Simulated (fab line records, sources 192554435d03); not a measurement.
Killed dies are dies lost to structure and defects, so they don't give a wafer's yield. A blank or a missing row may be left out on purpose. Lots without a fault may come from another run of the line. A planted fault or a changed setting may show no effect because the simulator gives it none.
fab line records | flow n5_finfet
record lots=5 wafers=15 last_day=17
route steps=1938 shown BEOL_M7@1278
lots that met no fault: from a run of the same line without faults
start_h: hours from the record's first day to the start of the lot's first wafer shown | wait_h: hours since the lot's step before | " the same as in the row above | L1.1+2: a row that stands for several wafers | - no value, or no start given | * or withheld: withheld | < > ~ a bound
route shown NAME@n: a module of which the file shows steps, and the number in the route of the first | usual: mean/standard deviation of fault-free wafers | same: alike in all rows | chamber/n: place in a boat | sites: the reading at each site | _std_site: their standard deviation | _edge_site: outer sites' mean less inner sites' | radius_mm: how far each site lies from the wafer's centre | mask NAME#n: copy n | behind: the tool/chamber that last shaped the wafer | hold: why the lot was held/for how many hours/how that ended | device: the transistor (n, p or np) that didn't switch | end of line: the same wafers' tests at the end of the route | a step without rows: its recipe alone | killed: dies lost to structure and defects at the first sort, not the wafer's yield | map: a wafer's dies, x killed, . not, _ none there
set.NAME: the setting as run; set.NAME@STEP: as run at that earlier step | model.NAME: the simulator's own value behind a step, which no gauge read
lots at some steps of the route; a table a step, a row a wafer
services: from which hour (start_h, from the record's first day; less than 0 if before it) a tool's chamber was out of use, for how many hours, and why
## steps
# step N5_BEOL_M7_INSPECT_13
# recipe mode=adi inspect_instrument=brightfield
# usual raw_defect_count=471/120
# columns lot.wafer tool chamber start_h wait_h raw_defect_count
L074.2 defect_inspect-02 - 196.82 0.0 459
L074.3 " - " " 462
L074.6 " - " " 399
L078.2 defect_inspect-01 - 230.84 0.0 370
L078.3 " - " " 386
L078.6 " - " " 514
L079.1 defect_inspect-02 - 257.07 0.0 393
L079.3 " - " " 473
L079.5 " - " " 412
L081.3 defect_inspect-02 - 260.08 0.0 488
L081.4 " - " " 414
L081.6 " - " " 334
L093.2 defect_inspect-02 - 327.93 0.0 517
L093.3 " - " " 419
L093.5 " - " " 401
# step N5_BEOL_M7_DESCUM_16
# recipe chemistry=O2 time_s=7.9 source_power_w=50 bias_power_w=20 pressure_mtorr=20 rf_frequency_hz=2.712e+07 temp_c=40 resist=CAR-ArF o2_flow_sccm=225
# usual drypump_motor_current_A=5.8/0.52 oes_product_au=0.75/0.091 rf_fwd_power_W=49.34/0.29 rf_vpp_V=243.1/1.3 showerhead_plenum_p_Torr=2.09/0.067 throttle_valve_pct=20.55/0.25
# columns lot.wafer tool chamber start_h wait_h drypump_motor_current_A oes_product_au rf_fwd_power_W rf_hours_counter_h rf_vpp_V showerhead_plenum_p_Torr throttle_valve_pct
L074.2 rie_diel-05 2 196.86 0.0 5.5 0.70 49.27 246 242.8 2.05 20.37
L074.3 " 3 " " 5.6 0.71 49.15 203 243.4 2.07 20.95
L074.6 " 2 " " 5.5 0.69 49.03 - 243.4 2.05 20.37
L078.2 rie_diel-02 0 230.90 0.1 6.0 0.70 49.54 229 243.7 2.06 20.85
L078.3 " 1 " " 5.9 0.91 49.88 24 243.3 2.22 20.01
L078.6 " 2 " " 5.6 0.74 49.66 - 243.8 2.10 20.27
L079.1 rie_diel-05 0 257.16 0.1 5.4 0.68 49.59 236 243.0 2.06 20.57
L079.3 " 1 " " 6.7 0.68 49.75 230 243.0 2.06 20.70
L079.5 " 1 " " 6.7 0.68 49.55 - 244.9 2.06 20.68
L081.3 rie_diel-04 1 260.11 0.0 6.6 0.74 49.41 187 241.7 2.00 20.63
L081.4 " 2 " " 5.5 0.74 49.02 193 244.2 2.17 20.55
L081.6 " 2 " " 5.5 0.74 48.92 - 244.0 2.17 20.53
L093.2 rie_diel-04 3 328.11 0.2 5.7 0.92 49.35 30 245.6 2.22 20.48
L093.3 " 2 " " 5.5 0.73 48.82 213 244.1 2.16 20.58
L093.5 " 1 " " 6.6 0.73 49.30 - 241.2 1.99 20.67
# step N5_BEOL_M7_ETCH_61
# recipe chemistry=CF4 target=SiARC target_depth_a=455 mask_material=CAR-ArF time_s=75.8 ion_energy_ev=80 pressure_mtorr=40 source_w=545 bias_w=36 Ar_flow_sccm=100 cf4_flow_sccm=100 ends=cleared
# usual drypump_motor_current_A=5.8/0.53 etch_rf_on_time_s=75.6/1.3 mfc_ar_sccm=100.0/0.33 oes_product_au=0.65/0.077 rf_fwd_power_W=539/3.1 rf_vpp_V=184.0/1.2 showerhead_plenum_p_Torr=2.14/0.066 throttle_valve_pct=15.75/0.25
# columns lot.wafer tool chamber start_h wait_h drypump_motor_current_A etch_rf_on_time_s mfc_ar_sccm oes_product_au rf_fwd_power_W rf_hours_counter_h rf_vpp_V showerhead_plenum_p_Torr throttle_valve_pct
L074.2 rie_diel-05 2 196.89 0.0 5.5 77.0 99.9 0.59 535 246 183.7 2.11 15.67
L074.3 " 3 " " 5.6 78.1 100.3 0.61 541 203 183.8 2.12 16.10
L074.6 " 2 " " 5.5 76.6 100.2 0.60 537 - 184.3 2.11 15.67
L078.2 rie_diel-02 0 230.93 0.0 6.0 76.4 100.7 0.60 544 229 184.1 2.11 16.05
L078.3 " 1 " " 5.9 74.1 100.0 0.79 541 24 186.1 2.28 15.26
L078.6 " 2 " " 5.6 74.8 99.7 0.64 541 - 184.5 2.14 15.43
L079.1 rie_diel-05 0 257.19 0.0 5.4 77.1 99.8 0.57 540 236 185.2 2.11 15.85
L079.3 " 1 " " 6.7 74.5 99.7 0.59 543 230 183.9 2.12 15.95
L079.5 " 1 " " 6.7 73.8 100.0 0.59 542 - 183.0 2.12 15.94
L081.3 rie_diel-04 1 260.14 0.0 6.6 75.7 99.9 0.64 540 187 182.7 2.05 15.80
L081.4 " 2 " " 5.5 75.9 100.1 0.63 536 193 186.1 2.21 15.77
L081.6 " 2 " " 5.5 75.4 100.1 0.63 534 - 184.8 2.22 15.77
L093.2 rie_diel-04 3 328.14 0.0 5.7 73.9 100.2 0.79 543 30 183.9 2.27 15.60
L093.3 " 2 " " 5.5 75.5 100.1 0.63 534 213 182.5 2.21 15.79
L093.5 " 1 " " 6.6 74.7 99.9 0.63 541 - 182.4 2.04 15.87
# step N5_BEOL_M7_ETCH_62
# recipe chemistry=N2/H2 target=SOC target_depth_a=1100 overetch_a=220 mask_material=SiARC temp_c=40 time_s=165 ion_energy_ev=200 pressure_mtorr=30 source_w=840 bias_w=150 n2_flow_sccm=200 h2_flow_sccm=200
# usual drypump_motor_current_A=5.8/0.52 oes_product_au=0.64/0.073 rf_fwd_power_W=837.2/2.9 rf_vpp_V=523.6/2.6 showerhead_plenum_p_Torr=2.54/0.081 throttle_valve_pct=17.94/0.23
# columns lot.wafer tool chamber start_h wait_h drypump_motor_current_A oes_product_au rf_fwd_power_W rf_hours_counter_h rf_vpp_V showerhead_plenum_p_Torr throttle_valve_pct
L074.2 rie_diel-05 2 196.95 0.0 5.5 0.59 832.8 246 522.7 2.50 17.93
L074.3 " 3 " " 5.6 0.61 834.8 203 521.9 2.52 18.29
L074.6 " 2 " " 5.5 0.59 835.2 - 522.9 2.50 17.94
L078.2 rie_diel-02 0 230.99 0.0 6.0 0.60 837.9 229 523.9 2.51 18.34
L078.3 " 1 " " 5.9 0.77 839.2 24 530.8 2.72 17.48
L078.6 " 2 " " 5.6 0.63 839.8 - 524.3 2.55 17.64
L079.1 rie_diel-05 0 257.25 0.0 5.4 0.57 843.3 236 522.4 2.51 18.00
L079.3 " 1 " " 6.7 0.58 842.1 230 522.1 2.51 18.09
L079.5 " 1 " " 6.7 0.58 840.7 - 523.6 2.51 18.08
L081.3 rie_diel-04 1 260.20 0.0 6.6 0.63 839.5 187 521.0 2.43 18.09
L081.4 " 2 " " 5.5 0.62 837.4 193 526.7 2.63 17.88
L081.6 " 2 " " 5.5 0.63 841.4 - 526.8 2.63 17.88
L093.2 rie_diel-04 3 328.20 0.0 5.7 0.76 838.4 30 528.9 2.70 17.78
L093.3 " 2 " " 5.5 0.62 834.5 213 527.0 2.62 17.91
L093.5 " 1 " " 6.6 0.62 838.0 - 520.9 2.42 18.12
# step N5_BEOL_M7_STRIP_68
# recipe chemistry=N2/H2 temp_c=40 n2_flow_sccm=200 h2_flow_sccm=200 rf_frequency_hz=6e+07
# columns lot.wafer tool chamber start_h wait_h
L074.2+3+6 rie_diel-05 2,3,2 197.08 0.1
L078.2+3+6 rie_diel-02 0,1,2 231.12 0.1
L079.1+3+5 rie_diel-05 0,1,1 257.38 0.1
L081.3+4+6 rie_diel-04 1,2,2 260.34 0.1
L093.2+3+5 rie_diel-04 3,2,1 328.34 0.1
# step N5_BEOL_M7_STRIP_67
# recipe chemistry=CF4 resist=SiARC power_w=300 bias_power_w=75 pressure_mtorr=50 cf4_flow_sccm=150 rf_frequency_hz=6e+07
# usual drypump_motor_current_A=5.8/0.52 oes_product_au=0.76/0.087 rf_vpp_V=271.1/1.4 showerhead_plenum_p_Torr=1.79/0.054 throttle_valve_pct=13.74/0.27
# columns lot.wafer tool chamber start_h wait_h drypump_motor_current_A oes_product_au rf_hours_counter_h rf_vpp_V showerhead_plenum_p_Torr throttle_valve_pct
L074.2 rie_diel-05 2 197.09 0.0 5.5 0.70 246 271.3 1.77 13.68
L074.3 " 3 " " 5.6 0.72 203 269.7 1.78 14.10
L074.6 " 2 " " 5.5 0.70 - 270.8 1.77 13.69
L078.2 rie_diel-02 0 231.13 0.0 6.0 0.70 229 270.8 1.77 14.03
L078.3 " 1 " " 5.9 0.92 24 274.2 1.91 13.21
L078.6 " 2 " " 5.5 0.74 - 272.1 1.80 13.45
L079.1 rie_diel-05 0 257.39 0.0 5.4 0.68 236 271.3 1.77 13.85
L079.3 " 1 " " 6.7 0.68 230 271.8 1.78 13.95
L079.5 " 1 " " 6.7 0.69 - 270.0 1.78 13.96
L081.3 rie_diel-04 1 260.35 0.0 6.6 0.74 187 270.5 1.72 13.79
L081.4 " 2 " " 5.5 0.74 193 272.7 1.86 13.76
L081.6 " 2 " " 5.5 0.74 - 272.4 1.86 13.79
L093.2 rie_diel-04 3 328.35 0.0 5.7 0.91 30 273.5 1.90 13.53
L093.3 " 2 " " 5.5 0.72 213 272.2 1.86 13.83
L093.5 " 1 " " 6.6 0.72 - 269.2 1.72 13.85
# step N5_BEOL_M7_HM_OPEN_17
# recipe chemistry=Cl2/BCl3 target_depth_a=200 overetch_a=60 target=TiN mask_material=SOC ion_energy_ev=150 pressure_mtorr=10 icp_w=1000 bias_w=126 Cl2_flow_sccm=53.25 bcl3_flow_sccm=21.75 Ar_flow_sccm=25
# usual drypump_motor_current_A=6.1/0.41 mfc_ar_sccm=24.99/0.071 oes_product_au=0.63/0.058 rf_fwd_power_W=993/3.8 throttle_valve_pct=22.00/0.12
# columns lot.wafer tool chamber start_h wait_h drypump_motor_current_A mfc_ar_sccm oes_product_au rf_fwd_power_W rf_hours_counter_h throttle_valve_pct
L074.2 rie_metal-02 1 197.13 0.0 6.3 25.00 0.64 993 51 21.95
L074.3 " 1 " " 6.3 24.97 0.65 991 - 21.92
L074.6 " 0 " " 6.5 25.05 0.59 995 - 21.97
L078.2 rie_metal-01 0 231.17 0.0 5.8 25.03 0.75 984 16 21.92
L078.3 " 0 " " 5.7 24.97 0.75 984 - 21.92
L078.6 " 1 " " 5.3 24.99 0.65 1000 - 21.85
L079.1 rie_metal-02 0 257.43 0.0 6.6 25.05 0.58 995 79 22.01
L079.3 " 0 " " 6.5 25.02 0.59 991 - 22.00
L079.5 " 1 " " 6.3 24.96 0.63 994 - 21.95
L081.3 rie_metal-02 1 260.42 0.1 6.3 25.03 0.62 998 - 21.98
L081.4 " 0 " " 6.5 24.90 0.58 997 - 22.00
L081.6 " 1 " " 6.3 24.97 0.61 996 - 21.98
L093.2 rie_metal-03 1 328.39 0.0 6.0 24.92 0.69 997 30 21.97
L093.3 " 0 " " 6.2 25.09 0.56 986 - 22.33
L093.5 " 1 " " 6.0 25.04 0.69 998 - 21.98
# step N5_BEOL_M7_STRIP_19
# recipe chemistry=O2 power_w=400 temp_c=40 pressure_mtorr=30 rf_frequency_hz=6e+07 bias_power_w=0 overash_fraction=0.2 o2_flow_sccm=225
# usual drypump_motor_current_A=5.8/0.51 oes_product_au=0.76/0.097 rf_vpp_V=3.7/0.69 showerhead_plenum_p_Torr=2.09/0.067 throttle_valve_pct=16.81/0.29
# columns lot.wafer tool chamber start_h wait_h drypump_motor_current_A oes_product_au rf_hours_counter_h rf_vpp_V showerhead_plenum_p_Torr throttle_valve_pct
L074.2 rie_diel-04 3 197.31 0.1 5.7 0.69 246 4.2 1.98 17.08
L074.3 " 2 " " 5.5 0.75 174 3.3 2.18 16.79
L074.6 " 0 " " 6.1 0.72 - 4.5 2.09 16.84
L078.2 rie_diel-05 0 231.29 0.1 5.4 0.69 229 2.3 2.07 16.87
L078.3 " 1 " " 6.7 0.69 223 3.1 2.07 16.94
L078.6 " 0 " " 5.4 0.68 - 3.7 2.07 16.85
L079.1 rie_diel-04 1 257.55 0.1 6.6 0.74 186 4.4 2.00 16.89
L079.3 " 0 " " 6.1 0.71 206 5.1 2.08 16.87
L079.5 " 3 " " 5.7 0.96 - 5.1 2.23 16.63
L081.3 rie_diel-05 0 260.50 0.1 5.4 0.67 237 4.6 2.06 16.88
L081.4 " 3 " " 5.6 0.71 222 3.6 2.07 17.23
L081.6 " 3 " " 5.6 0.71 - 5.4 2.07 17.24
L093.2 rie_diel-04 1 328.56 0.1 6.6 0.73 207 3.4 1.99 16.92
L093.3 " 2 " " 5.5 0.72 214 3.6 2.17 16.85
L093.5 " 3 " " 5.6 0.90 - 4.3 2.23 16.68
# step N5_BEOL_M7_CD_MEAS_18
# recipe pitch_nm=80 target_cd_nm=40
# usual cd_nm=40.0/0.49
# columns lot.wafer tool chamber start_h wait_h cd_nm
L074.2 cd_sem-02 - 197.38 0.1 40.4
L074.3 " - " " 40.4
L074.6 " - " " 40.7
L078.2 cd_sem-01 - 231.36 0.1 39.9
L078.3 " - " " 39.0
L078.6 " - " " 39.1
L079.1 cd_sem-01 - 257.62 0.0 40.1
L079.3 " - " " 40.2
L079.5 " - " " 39.5
L081.3 cd_sem-03 - 260.57 0.1 39.1
L081.4 " - " " 39.8
L081.6 " - " " 38.6
L093.2 cd_sem-01 - 328.63 0.1 39.9
L093.3 " - " " 40.9
L093.5 " - " " 40.0
# step N5_BEOL_M7_COAT_63
# recipe resist=SOC temp_c=250 time_s=60 spin_rpm=1500 resist_thk_nm=60
# columns lot.wafer tool chamber start_h wait_h
L074.2+3+6 litho_track-01 0 198.35 1.0
L078.2+3+6 litho_track-01 0 232.44 1.1
L079.1+3+5 litho_track-04 0 258.49 0.9
L081.3+4+6 litho_track-04 0 263.78 3.2
L093.2+3+5 litho_track-01 0 330.13 1.5
# step N5_BEOL_M7_COAT_64
# recipe resist=SiARC temp_c=220 time_s=60 spin_rpm=1500 resist_thk_nm=12
# columns lot.wafer tool chamber start_h wait_h
L074.2+3+6 litho_track-01 0 - -
L078.2+3+6 litho_track-01 0 - -
L079.1+3+5 litho_track-04 0 - -
L081.3+4+6 litho_track-04 0 - -
L093.2+3+5 litho_track-01 0 - -
# step N5_BEOL_M7_COAT_71
# recipe resist=underlayer temp_c=205 time_s=60 spin_rpm=1500 resist_thk_nm=5
# columns lot.wafer tool chamber start_h wait_h
L074.2+3+6 litho_track-01 0 - -
L078.2+3+6 litho_track-01 0 - -
L079.1+3+5 litho_track-04 0 - -
L081.3+4+6 litho_track-04 0 - -
L093.2+3+5 litho_track-01 0 - -
# step N5_BEOL_M7_COAT_22
# recipe resist=CAR-EUV spin_rpm=1500 resist_thk_nm=30
# columns lot.wafer tool chamber start_h wait_h
L074.2+3+6 litho_track-01 0 - -
L078.2+3+6 litho_track-01 0 - -
L079.1+3+5 litho_track-04 0 - -
L081.3+4+6 litho_track-04 0 - -
L093.2+3+5 litho_track-01 0 - -
# step N5_BEOL_M7_EBR_24
# recipe solvent=PGMEA ebr_width_mm=1.5
# columns lot.wafer tool chamber start_h wait_h
L074.2+3+6 litho_track-01 0 - -
L078.2+3+6 litho_track-01 0 - -
L079.1+3+5 litho_track-04 0 - -
L081.3+4+6 litho_track-04 0 - -
L093.2+3+5 litho_track-01 0 - -
# step N5_BEOL_M7_SOFTBAKE_23
# recipe temp_c=110 time_s=60 resist=CAR-EUV
# columns lot.wafer tool chamber start_h wait_h
L074.2+3+6 litho_track-01 0 - -
L078.2+3+6 litho_track-01 0 - -
L079.1+3+5 litho_track-04 0 - -
L081.3+4+6 litho_track-04 0 - -
L093.2+3+5 litho_track-01 0 - -
# step N5_BEOL_M7_EXPOSE_25
# recipe mask_id=V6 na=0.33 source_shape=annular sigma_inner=0.4 sigma_outer=0.8 polarization=unpolarized target_cd_nm=40 dose_mj=42.5
# columns lot.wafer tool chamber start_h wait_h mask
L074.2+3+6 euv_scanner-02 0 198.49 - V6#0
L078.2+3+6 euv_scanner-02 0 232.58 - V6#0
L079.1+3+5 euv_scanner-02 0 258.63 - V6#0
L081.3+4+6 euv_scanner-01 0 264.05 - V6#0
L093.2+3+5 euv_scanner-02 0 330.39 - V6#0
# step N5_BEOL_M7_PEB_26
# recipe peb_temp_c=100 peb_time_s=60 resist=CAR-EUV
# columns lot.wafer tool chamber start_h wait_h
L074.2+3+6 litho_track-01 0 198.55 0.1
L078.2+3+6 litho_track-02 0 232.64 0.1
L079.1+3+5 litho_track-01 0 258.69 0.1
L081.3+4+6 litho_track-04 0 264.11 0.0
L093.2+3+5 litho_track-01 0 330.45 0.1
# step N5_BEOL_M7_DEVELOP_27
# recipe develop_time_s=30 developer=TMAH resist=CAR-EUV rinse_liquid=surfactant_rinse dry=air_spin dev_temp_c=23
# columns lot.wafer tool chamber start_h wait_h
L074.2+3+6 litho_track-01 0 - -
L078.2+3+6 litho_track-02 0 - -
L079.1+3+5 litho_track-01 0 - -
L081.3+4+6 litho_track-04 0 - -
L093.2+3+5 litho_track-01 0 - -
# step N5_BEOL_M7_CD_MEAS_28
# recipe target_cd_nm=40 landing_energy_ev=500 detector=se_inlens
# usual cd_nm=39.95/0.26
# columns lot.wafer tool chamber start_h wait_h cd_nm
L074.2 cd_sem-01 0 198.62 - 39.71
L074.3 " 0 " " 39.28
L074.6 " 0 " " 39.44
L078.2 cd_sem-02 0 232.71 - 40.10
L078.3 " 0 " " 39.68
L078.6 " 0 " " 40.16
L079.1 cd_sem-02 0 258.76 - 39.64
L079.3 " 0 " " 40.28
L079.5 " 0 " " 40.03
L081.3 cd_sem-03 0 264.18 - 39.87
L081.4 " 0 " " 39.89
L081.6 " 0 " " 39.74
L093.2 cd_sem-03 0 330.52 - 39.76
L093.3 " 0 " " 40.05
L093.5 " 0 " " 39.98
# step N5_BEOL_M7_OVL_MEAS_29
# recipe points_per_wafer=522
# usual V6_OVL=-0.2/0.67
# columns lot.wafer tool chamber start_h wait_h V6_OVL[nm]
L074.2 overlay-01 0 198.65 0.0 -0.6
L074.3 " 0 " " -0.1
L074.6 " 0 " " 0.0
L078.2 overlay-01 0 232.75 0.0 1.1
L078.3 " 0 " " 1.4
L078.6 " 0 " " 0.5
L079.1 overlay-02 0 258.79 0.0 0.1
L079.3 " 0 " " 0.1
L079.5 " 0 " " -0.6
L081.3 overlay-02 0 264.22 0.0 -0.6
L081.4 " 0 " " -0.7
L081.6 " 0 " " 0.0
L093.2 overlay-02 0 330.56 0.0 -0.5
L093.3 " 0 " " 0.0
L093.5 " 0 " " -0.2
# step N5_BEOL_M7_INSPECT_30
# recipe mode=adi inspect_instrument=brightfield
# usual raw_defect_count=462/120
# columns lot.wafer tool chamber start_h wait_h raw_defect_count
L074.2 defect_inspect-01 - 198.71 0.0 418
L074.3 " - " " 440
L074.6 " - " " 368
L078.2 defect_inspect-01 - 232.80 0.0 376
L078.3 " - " " 409
L078.6 " - " " 486
L079.1 defect_inspect-01 - 258.85 0.1 381
L079.3 " - " " 406
L079.5 " - " " 383
L081.3 defect_inspect-01 - 264.26 0.0 435
L081.4 " - " " 334
L081.6 " - " " 290
L093.2 defect_inspect-02 - 330.61 0.0 507
L093.3 " - " " 417
L093.5 " - " " 439
# step N5_BEOL_M7_DESCUM_33
# recipe chemistry=O2 time_s=7 source_power_w=50 bias_power_w=20 pressure_mtorr=20 rf_frequency_hz=2.712e+07 temp_c=40 resist=CAR-EUV o2_flow_sccm=225
# usual drypump_motor_current_A=5.8/0.5 oes_product_au=0.76/0.096 rf_fwd_power_W=49.37/0.29 rf_vpp_V=243.0/1.1 showerhead_plenum_p_Torr=2.08/0.058 throttle_valve_pct=20.5/0.32
# columns lot.wafer tool chamber start_h wait_h drypump_motor_current_A oes_product_au rf_fwd_power_W rf_hours_counter_h rf_vpp_V showerhead_plenum_p_Torr throttle_valve_pct
L074.2 rie_diel-04 2 198.74 0.0 5.5 0.74 48.82 174 244.8 2.18 20.5
L074.3 " 1 " " 6.6 0.76 49.52 166 243.2 2.00 20.6
L074.6 " 0 " " 6.1 0.72 49.11 - 242.9 2.08 20.6
L078.2 rie_diel-05 1 232.83 0.0 6.7 0.69 49.64 223 243.0 2.06 20.7
L078.3 " 3 " " 5.6 0.71 49.14 216 243.1 2.07 21.0
L078.6 " 2 " " 5.5 0.97 49.20 - 243.5 2.05 20.0
L079.1 rie_diel-05 0 258.89 0.0 5.4 0.67 49.56 236 242.3 2.06 20.6
L079.3 " 2 " " 5.5 0.93 49.09 9 243.5 2.05 20.0
L079.5 " 0 " " 5.4 0.67 49.42 - 243.1 2.06 20.6
L081.3 rie_diel-05 1 264.30 0.0 6.7 0.69 49.59 232 242.0 2.06 20.7
L081.4 " 0 " " 5.4 0.68 49.41 237 242.2 2.06 20.6
L081.6 " 3 " " 5.6 0.70 49.71 - 243.8 2.07 21.0
L093.2 rie_diel-05 1 331.01 0.4 6.7 0.67 49.62 251 242.7 2.05 20.7
L093.3 " 3 " " 5.6 0.69 49.47 236 241.8 2.06 21.0
L093.5 " 1 " " 6.7 0.67 49.67 - 242.6 2.05 20.7
# step N5_BEOL_M7_ETCH_72
# recipe chemistry=N2/H2 target=underlayer target_depth_a=65 mask_material=CAR-EUV time_s=5.2 ion_energy_ev=200 pressure_mtorr=30 source_w=840 bias_w=150 n2_flow_sccm=200 h2_flow_sccm=200 ends=cleared
# usual drypump_motor_current_A=5.8/0.51 etch_rf_on_time_s=5.20/0.096 oes_product_au=0.64/0.08 rf_fwd_power_W=818.9/2.5 rf_vpp_V=523.5/2.3 showerhead_plenum_p_Torr=2.53/0.071 throttle_valve_pct=17.97/0.28
# columns lot.wafer tool chamber start_h wait_h drypump_motor_current_A etch_rf_on_time_s oes_product_au rf_fwd_power_W rf_hours_counter_h rf_vpp_V showerhead_plenum_p_Torr throttle_valve_pct
L074.2 rie_diel-04 2 198.77 0.0 5.5 5.19 0.64 820.1 174 526.4 2.64 17.89
L074.3 " 1 " " 6.6 5.17 0.65 821.9 166 520.7 2.43 18.08
L074.6 " 0 " " 6.1 5.24 0.62 819.1 - 523.7 2.52 17.90
L078.2 rie_diel-05 1 232.87 0.0 6.7 5.09 0.58 812.9 223 521.9 2.51 18.11
L078.3 " 3 " " 5.6 5.42 0.59 819.6 216 522.1 2.51 18.32
L078.6 " 2 " " 5.5 5.18 0.80 823.5 - 523.1 2.50 17.55
L079.1 rie_diel-05 0 258.93 0.0 5.4 5.23 0.58 817.0 236 522.2 2.51 18.05
L079.3 " 2 " " 5.5 5.15 0.78 818.9 9 522.7 2.50 17.58
L079.5 " 0 " " 5.4 5.27 0.57 817.7 - 521.8 2.51 18.04
L081.3 rie_diel-05 1 264.34 0.0 6.7 5.08 0.60 820.1 232 522.6 2.51 18.12
L081.4 " 0 " " 5.4 5.29 0.58 822.2 237 522.4 2.51 18.03
L081.6 " 3 " " 5.6 5.32 0.59 815.7 - 523.6 2.51 18.36
L093.2 rie_diel-05 1 331.04 0.0 6.7 5.17 0.57 821.0 251 523.5 2.50 18.16
L093.3 " 3 " " 5.6 5.42 0.58 817.0 236 522.3 2.50 18.37
L093.5 " 1 " " 6.7 5.19 0.58 816.2 - 523.5 2.50 18.17
# step N5_BEOL_M7_ETCH_65
# recipe chemistry=CF4 target=SiARC target_depth_a=156 mask_material=CAR-EUV time_s=26 ion_energy_ev=80 pressure_mtorr=40 source_w=545 bias_w=36 Ar_flow_sccm=100 cf4_flow_sccm=100 ends=cleared
# usual drypump_motor_current_A=5.8/0.51 etch_rf_on_time_s=26.0/0.5 mfc_ar_sccm=100.0/0.31 oes_product_au=0.65/0.08 rf_fwd_power_W=532.6/2.5 rf_vpp_V=183.8/1.1 showerhead_plenum_p_Torr=2.13/0.057 throttle_valve_pct=15.7/0.32
# columns lot.wafer tool chamber start_h wait_h drypump_motor_current_A etch_rf_on_time_s mfc_ar_sccm oes_product_au rf_fwd_power_W rf_hours_counter_h rf_vpp_V showerhead_plenum_p_Torr throttle_valve_pct
L074.2 rie_diel-04 2 198.79 0.0 5.5 26.4 100.1 0.64 531.5 174 183.6 2.22 15.7
L074.3 " 1 " " 6.6 26.0 99.9 0.65 529.7 166 182.2 2.06 15.8
L074.6 " 0 " " 6.1 26.4 100.4 0.60 530.8 - 183.2 2.13 15.8
L078.2 rie_diel-05 1 232.88 0.0 6.7 25.7 99.6 0.59 536.0 223 182.2 2.12 15.9
L078.3 " 3 " " 5.6 27.0 100.3 0.59 530.0 216 182.4 2.12 16.1
L078.6 " 2 " " 5.5 25.7 100.4 0.81 528.4 - 182.9 2.11 15.2
L079.1 rie_diel-05 0 258.94 0.0 5.4 26.6 99.9 0.58 529.3 236 182.5 2.11 15.9
L079.3 " 2 " " 5.5 25.9 99.9 0.79 531.8 9 181.8 2.10 15.2
L079.5 " 0 " " 5.4 26.4 100.2 0.58 530.1 - 184.0 2.11 15.9
L081.3 rie_diel-05 1 264.35 0.0 6.7 25.6 100.0 0.59 534.4 232 183.4 2.12 15.9
L081.4 " 0 " " 5.4 26.4 99.9 0.58 530.2 237 182.6 2.11 15.8
L081.6 " 3 " " 5.6 27.3 100.4 0.58 533.2 - 182.8 2.11 16.2
L093.2 rie_diel-05 1 331.06 0.0 6.7 25.7 100.1 0.58 532.2 251 183.0 2.11 16.0
L093.3 " 3 " " 5.6 26.9 99.6 0.58 528.2 236 182.9 2.11 16.2
L093.5 " 1 " " 6.7 25.8 100.3 0.58 532.6 - 183.8 2.11 16.0
# step N5_BEOL_M7_ETCH_66
# recipe chemistry=N2/H2 target=SOC target_depth_a=800 overetch_a=160 mask_material=SiARC temp_c=40 time_s=120 ion_energy_ev=200 pressure_mtorr=30 source_w=840 bias_w=150 n2_flow_sccm=200 h2_flow_sccm=200
# usual drypump_motor_current_A=5.8/0.51 oes_product_au=0.58/0.069 rf_fwd_power_W=835/3.8 rf_vpp_V=523.4/2.2 showerhead_plenum_p_Torr=2.53/0.072 throttle_valve_pct=17.93/0.28
# columns lot.wafer tool chamber start_h wait_h drypump_motor_current_A oes_product_au rf_fwd_power_W rf_hours_counter_h rf_vpp_V showerhead_plenum_p_Torr throttle_valve_pct
L074.2 rie_diel-04 2 198.82 0.0 5.5 0.57 830 174 527.4 2.64 17.83
L074.3 " 1 " " 6.6 0.58 836 166 518.6 2.43 18.06
L074.6 " 0 " " 6.1 0.55 835 - 523.3 2.52 17.84
L078.2 rie_diel-05 1 232.91 0.0 6.7 0.53 835 223 522.9 2.51 18.05
L078.3 " 3 " " 5.6 0.54 834 216 523.7 2.51 18.30
L078.6 " 2 " " 5.5 0.72 825 - 522.1 2.50 17.51
L079.1 rie_diel-05 0 258.97 0.0 5.4 0.52 837 236 523.7 2.51 18.00
L079.3 " 2 " " 5.5 0.70 834 9 522.8 2.50 17.54
L079.5 " 0 " " 5.4 0.52 837 - 522.6 2.51 18.02
L081.3 rie_diel-05 1 264.38 0.0 6.7 0.52 840 232 524.1 2.51 18.08
L081.4 " 0 " " 5.4 0.52 836 237 522.6 2.51 17.99
L081.6 " 3 " " 5.6 0.54 839 - 524.9 2.51 18.31
L093.2 rie_diel-05 1 331.08 0.0 6.8 0.52 834 251 521.3 2.50 18.10
L093.3 " 3 " " 5.6 0.53 843 236 522.8 2.50 18.34
L093.5 " 1 " " 6.7 0.51 835 - 523.3 2.50 18.11
# step N5_BEOL_M7_STRIP_69
# recipe chemistry=N2/H2 temp_c=40 n2_flow_sccm=200 h2_flow_sccm=200 rf_frequency_hz=6e+07
# columns lot.wafer tool chamber start_h wait_h
L074.2+3+6 rie_diel-04 2,1,0 198.90 0.0
L078.2+3+6 rie_diel-05 1,3,2 232.99 0.0
L079.1+3+5 rie_diel-05 0,2,0 259.05 0.0
L081.3+4+6 rie_diel-05 1,0,3 264.46 0.0
L093.2+3+5 rie_diel-05 1,3,1 331.17 0.0
# step N5_BEOL_M7_STRIP_73
# recipe chemistry=N2/H2 temp_c=40 n2_flow_sccm=200 h2_flow_sccm=200 rf_frequency_hz=6e+07
# columns lot.wafer tool chamber start_h wait_h
L074.2+3+6 rie_diel-04 2,1,0 198.91 0.0
L078.2+3+6 rie_diel-05 1,3,2 233.00 0.0
L079.1+3+5 rie_diel-05 0,2,0 259.06 0.0
L081.3+4+6 rie_diel-05 1,0,3 264.47 0.0
L093.2+3+5 rie_diel-05 1,3,1 331.18 0.0
## services
# columns tool chamber start_h hours kind
euv_scanner-02 - 197.40 1.0 pm
euv_scanner-01 - 198.41 1.0 pm
rie_diel-02 0 202.66 7.8 repair
rie_diel-02 2 206.69 6.6 repair
rie_diel-05 2 209.91 - clean
rie_diel-05 2 209.91 - consumable_replace:focus_ring
rie_diel-05 2 209.91 14.9 scheduled_down
rie_diel-05 2 209.91 14.9 vent_cycle
rie_metal-03 1 239.02 11.6 repair
euv_scanner-02 - 247.50 4.6 pm
euv_scanner-02 - 253.55 1.0 pm
euv_scanner-01 - 254.56 1.0 pm
rie_metal-03 - 258.26 0.4 repair
rie_diel-02 3 267.45 4.0 repair
rie_diel-02 - 275.75 2.8 pm
euv_scanner-01 - 276.89 25.6 repair
rie_metal-01 0 302.31 5.3 repair
euv_scanner-01 - 303.59 4.6 pm
euv_scanner-02 - 309.70 1.0 pm
euv_scanner-01 - 310.71 1.0 pm
rie_diel-05 0 325.56 - clean
rie_diel-05 0 325.56 - consumable_replace:focus_ring
rie_diel-05 0 325.56 16.5 scheduled_down
rie_diel-05 0 325.56 16.5 vent_cycle
## key
fault none
